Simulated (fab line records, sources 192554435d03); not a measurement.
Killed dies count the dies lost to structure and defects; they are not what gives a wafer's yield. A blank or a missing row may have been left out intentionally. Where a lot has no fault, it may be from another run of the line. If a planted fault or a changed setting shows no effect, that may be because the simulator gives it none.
Split-lot experiment | flow n5_finfet | route with 1938 steps; 7 lots, 21 wafers read

== ABOUT THE SPLIT ==
At N5_SD_EPI_P_COAT_34 (time 60 s, resist thk 350 nm), the setting spin_rpm was moved away from the recipe's 1500 rpm on 6 of the 21 wafers read, by -9.0% to +11.3%. For the rest of the wafers, this setting stayed at what the recipe calls for.

Reading taken at the split's own step.

== THE READING ==
SOC_of_SD_EPI_P_COAT_34.thk_nm (the simulator's own value, which no gauge read), in nm, at N5_SD_EPI_P_COAT_34 (time 60 s, resist thk 350 nm). There is no usual value for it anywhere in the file. Across the 15 wafers here that went through the recipe, the average is 350.2 nm and the standard deviation 1.2 nm.

wafer  | tool, chamber at the split | spin_rpm as run, rpm | against the recipe | SOC_of_SD_EPI_P_COAT_34.thk_nm, nm | against lot-mates on the recipe
L075.3 | litho_track-01, 0          | 1500                 | recipe             | 349.4                              | -
L075.4 | litho_track-01, 0          | 1500                 | recipe             | 349.8                              | -
L075.5 | litho_track-01, 0          | 1500                 | recipe             | 349.8                              | -
L076.2 | litho_track-02, 0          | 1500                 | recipe             | 350                                | -
L076.3 | litho_track-02, 0          | 1500                 | recipe             | 349.4                              | -
L076.6 | litho_track-02, 0          | 1500                 | recipe             | 349.8                              | -
L085.2 | litho_track-02, 0          | 1365                 | -9.0%              | 368                                | +17.0
L085.5 | litho_track-02, 0          | 1365                 | -9.0%              | 368                                | +17.0
L085.3 | litho_track-02, 0          | 1500                 | recipe             | 351                                | -
L086.3 | litho_track-02, 0          | 1500                 | recipe             | 350.6                              | -
L086.4 | litho_track-02, 0          | 1500                 | recipe             | 350.2                              | -
L086.6 | litho_track-02, 0          | 1500                 | recipe             | 351                                | -
L087.1 | litho_track-03, 0          | 1500                 | recipe             | 352.6                              | -
L087.2 | litho_track-03, 0          | 1500                 | recipe             | 352.6                              | -
L087.4 | litho_track-03, 0          | 1423                 | -5.1%              | 361.8                              | +9.2
L090.2 | litho_track-03, 0          | 1500                 | recipe             | 348.8                              | -
L090.4 | litho_track-03, 0          | 1500                 | recipe             | 348.6                              | -
L090.5 | litho_track-03, 0          | 1594                 | +6.3%              | 338.2                              | -10.5
L096.1 | litho_track-03, 0          | 1669                 | +11.3%             | 332                                | -17.2
L096.2 | litho_track-03, 0          | 1669                 | +11.3%             | 332                                | -17.2
L096.3 | litho_track-03, 0          | 1500                 | recipe             | 349.2                              | -

FIT RESULTS
A straight line over all 21 wafers: SOC_of_SD_EPI_P_COAT_34.thk_nm changes by -1.8 nm for each +1% of spin_rpm; r = -0.99; the points scatter about the line by 1.4 nm.
The same after taking each lot's own level away (the mean of its wafers on the recipe; 21 wafers): -1.68 nm for each +1%; r = -1.00; scatter 0.76 nm.
That fit puts the effect of the largest move of spin_rpm on the reading at 19 nm.
Measured against the standard deviation above, the lots' own levels, which go from 348.70 to 352.60 nm, span 3.4 times it.
So the lot-to-lot level changes the slope little: the two slopes agree.
Check: with one of the wafers moved furthest among these (+11.3%) left out of the fit, the line predicts -19.1 nm for it against its lot-mates. Against them it came out at -17.2 nm.

== THESE WAFERS: OTHER SPLITS ==
Before the reading, these wafers also passed through other splits. Each is held against what the fit with the lots' levels taken away leaves over:
other split on the same wafers       | wafers away from the commonest value | r with SOC_of_SD_EPI_P_COAT_34.thk_nm (lot level and that fit taken away)
N5_WELL_APT_COAT_19 spin_rpm         | 7                                    | -0.01
N5_FIN_SAQP_HM_DEP_03 time_s         | 8                                    | -0.21
N5_FIN_SAQP_HM_DEP_72 time_s         | 6                                    | -0.38
N5_DUMMY_GATE_ETCH_32 time_s         | 6                                    | +0.43
N5_SD_EPI_N_EPI_21 epi_growth_time_s | 4                                    | +0.08

== THE FILE'S OWN FIT ==
SOC_of_SD_EPI_P_COAT_34.thk_nm changes by -1.68 nm for each +1% of spin_rpm, r = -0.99.
